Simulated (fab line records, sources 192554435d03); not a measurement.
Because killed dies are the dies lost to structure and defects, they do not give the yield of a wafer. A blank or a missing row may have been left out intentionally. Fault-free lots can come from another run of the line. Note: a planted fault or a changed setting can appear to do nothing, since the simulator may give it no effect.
Lot-split experiment :: flow n5 finfet :: 7 lots, 21 wafers read, on a route of 1938 steps

== THE SPLIT ==
At N5_PMOS_HMC_CHANNEL_EPI_PEB_07 (peb time 60 s), the setting peb temp c was moved away from the recipe's 110 C on 8 of the 21 wafers read, by -3.1% to +2.3%. This setting was run at the recipe's value on the other wafers.

== FROM THE SPLIT TO THE READING: what the file shows between them, 1 step ==
- N5_PMOS_HMC_CHANNEL_EPI_DEVELOP_08: develop time 30 s

== THE READING ==
cd nm, in nm, at N5_PMOS_HMC_CHANNEL_EPI_CD_MEAS_09 (target cd 237.4 nm). A value of 237.0 nm with a standard deviation of 0.94 nm is what fault-free wafers of this fab line usually give.

wafer: L076.1
tool, chamber at the split: litho track-04, 0
peb temp c as run, C: 106.6
against the recipe: -3.1%
cd nm, nm: 226.6
against lot-mates on the recipe: -10.2

wafer: L076.3
tool, chamber at the split: litho track-04, 0
peb temp c as run, C: 110
against the recipe: recipe
cd nm, nm: 237.2
against lot-mates on the recipe: -

wafer: L076.6
tool, chamber at the split: litho track-04, 0
peb temp c as run, C: 110
against the recipe: recipe
cd nm, nm: 236.5
against lot-mates on the recipe: -

wafer: L082.2
tool, chamber at the split: litho track-03, 0
peb temp c as run, C: 110
against the recipe: recipe
cd nm, nm: 238.2
against lot-mates on the recipe: -

wafer: L082.4
tool, chamber at the split: litho track-03, 0
peb temp c as run, C: 108.7
against the recipe: -1.2%
cd nm, nm: 233.0
against lot-mates on the recipe: -5.2

wafer: L082.5
tool, chamber at the split: litho track-03, 0
peb temp c as run, C: 108.7
against the recipe: -1.2%
cd nm, nm: 234.5
against lot-mates on the recipe: -3.7

wafer: L088.1
tool, chamber at the split: litho track-04, 0
peb temp c as run, C: 110
against the recipe: recipe
cd nm, nm: 236.7
against lot-mates on the recipe: -

wafer: L088.3
tool, chamber at the split: litho track-04, 0
peb temp c as run, C: 110
against the recipe: recipe
cd nm, nm: 235.0
against lot-mates on the recipe: -

wafer: L088.4
tool, chamber at the split: litho track-04, 0
peb temp c as run, C: 110
against the recipe: recipe
cd nm, nm: 236.7
against lot-mates on the recipe: -

wafer: L090.1
tool, chamber at the split: litho track-01, 0
peb temp c as run, C: 110
against the recipe: recipe
cd nm, nm: 236.2
against lot-mates on the recipe: -

wafer: L090.2
tool, chamber at the split: litho track-01, 0
peb temp c as run, C: 110
against the recipe: recipe
cd nm, nm: 236.8
against lot-mates on the recipe: -

wafer: L090.3
tool, chamber at the split: litho track-01, 0
peb temp c as run, C: 110
against the recipe: recipe
cd nm, nm: 235.6
against lot-mates on the recipe: -

wafer: L091.3
tool, chamber at the split: litho track-04, 0
peb temp c as run, C: 110
against the recipe: recipe
cd nm, nm: 237.6
against lot-mates on the recipe: -

wafer: L091.4
tool, chamber at the split: litho track-04, 0
peb temp c as run, C: 108.1
against the recipe: -1.7%
cd nm, nm: 232.9
against lot-mates on the recipe: -4.7

wafer: L091.6
tool, chamber at the split: litho track-04, 0
peb temp c as run, C: 108.1
against the recipe: -1.7%
cd nm, nm: 232.1
against lot-mates on the recipe: -5.5

wafer: L092.1
tool, chamber at the split: litho track-01, 0
peb temp c as run, C: 110
against the recipe: recipe
cd nm, nm: 236.4
against lot-mates on the recipe: -

wafer: L092.3
tool, chamber at the split: litho track-01, 0
peb temp c as run, C: 112.5
against the recipe: +2.3%
cd nm, nm: 245.6
against lot-mates on the recipe: +9.4

wafer: L092.4
tool, chamber at the split: litho track-01, 0
peb temp c as run, C: 110
against the recipe: recipe
cd nm, nm: 235.9
against lot-mates on the recipe: -

wafer: L096.2
tool, chamber at the split: litho track-01, 0
peb temp c as run, C: 107.8
against the recipe: -2.0%
cd nm, nm: 229.7
against lot-mates on the recipe: -6.1

wafer: L096.3
tool, chamber at the split: litho track-01, 0
peb temp c as run, C: 107.8
against the recipe: -2.0%
cd nm, nm: 229.9
against lot-mates on the recipe: -5.9

wafer: L096.5
tool, chamber at the split: litho track-01, 0
peb temp c as run, C: 110
against the recipe: recipe
cd nm, nm: 235.8
against lot-mates on the recipe: -

THE FIT
A straight line over all 21 wafers: cd nm changes by +3.24 nm for each +1% of peb temp c; r = +0.97; the points scatter about the line by 0.99 nm.
The same after taking each lot's own level away (the mean of its wafers on the recipe; 21 wafers): +3.42 nm for each +1%; r = +0.98; scatter 0.71 nm.
That fit puts the effect of the largest move of peb temp c on the reading at 11 nm.
The lots' own levels span 235.80 to 238.20 nm, that is 2.6 times the standard deviation above.
The two slopes agree, so the slope changes little with the lot-to-lot level.
Check: for one of the wafers moved furthest among these (-3.1%), held out of the fit, the line's prediction against its lot-mates is -10.4 nm. It came out at -10.2 nm against them.

== THE WHOLE CHAIN: every reading that the file lists as answering this split, in the file's order ==
step: N5_PMOS_HMC_CHANNEL_EPI_CD_MEAS_09
what it does: target cd 237.4 nm
reading: cd nm
change (the file's fit): +3.44 nm for each +1% of the setting
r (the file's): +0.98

step: N5_PMOS_HMC_CHANNEL_EPI_DESCUM_14
what it does: chemistry O2, time 7.9 s
reading: PMOS_HMC_CHANNEL_EPI.cd nm (the simulator's own value, which no gauge read)
change (the file's fit): +3.45 nm for each +1% of the setting
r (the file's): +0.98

step: N5_PMOS_HMC_CHANNEL_EPI_ETCH_32
what it does: etches BARC in N2/H2, stops on SiO2, target depth 85.8 nm, time 50.3 s
reading: PMOS_HMC_CHANNEL_EPI.cd nm (the simulator's own value, which no gauge read)
change (the file's fit): +3.38 nm for each +1% of the setting
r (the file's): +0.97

== THE FILE'S OWN FIT ==
cd nm changes by +3.44 nm for each +1% of peb temp c, r = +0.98.
